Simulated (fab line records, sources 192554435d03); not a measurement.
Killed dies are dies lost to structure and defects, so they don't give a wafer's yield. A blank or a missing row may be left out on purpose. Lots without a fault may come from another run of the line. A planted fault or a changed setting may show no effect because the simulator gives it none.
Chamber matching | flow n5_finfet | N5_BEOL_M9_STRIP_67 on rie_diel-05: 4 sister chambers
The step strips in CF4. 8 wafers are shown with their chamber, then 7 later ones without.

WAFERS WITH THEIR CHAMBER
wafer  | chamber | drypump_motor_current_A (A) | throttle_valve_pct (%)
L596.3 | 1       | 5.5                         | 13.78
L597.2 | 2       | 5.2                         | 13.54
L597.6 | 1       | 5.5                         | 13.75
L599.4 | 2       | 5.3                         | 13.53
L601.5 | 0       | 5.8                         | 13.85
L601.6 | 3       | 5.9                         | 13.76
L607.1 | 0       | 5.8                         | 13.89
L607.2 | 3       | 5.8                         | 13.77

WAFERS WITHOUT THEIR CHAMBER
wafer  | drypump_motor_current_A (A) | throttle_valve_pct (%)
L607.5 | 5.3                         | 13.58
L613.2 | 5.8                         | 13.80
L613.3 | 5.6                         | 13.83
L613.4 | 5.3                         | 13.62
L614.2 | 5.8                         | 13.82
L614.3 | 5.5                         | 13.84
L614.6 | 5.3                         | 13.60

WHICH CHAMBER EACH WENT THROUGH
wafer  | from the rows above     | in truth
L607.5 | 2                       | 2
L613.2 | can't be placed: 3 or 0 | 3
L613.3 | can't be placed: 1 or 0 | 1
L613.4 | 2                       | 2
L614.2 | can't be placed: 0 or 3 | 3
L614.3 | 1                       | 1
L614.6 | 2                       | 2
Placed correctly: 4 of 7. Can't be placed from these rows: 3 (the true chamber is among the candidates in 3). Placed wrongly: 0.
How it was worked out, from the rows above alone: a wafer's distance from a chamber is the root of the sum, over the readings, of the square of ((its reading less the chamber's mean) divided by the reading's scatter). The wafer belongs to the nearest chamber; if the next one is less than 2 further off, it can't be placed. A chamber's mean is the mean of its shown wafers. The scatter: the root of (the sum of the squares of (reading less its chamber's mean) over the shown wafers, divided by (wafers less chambers)).
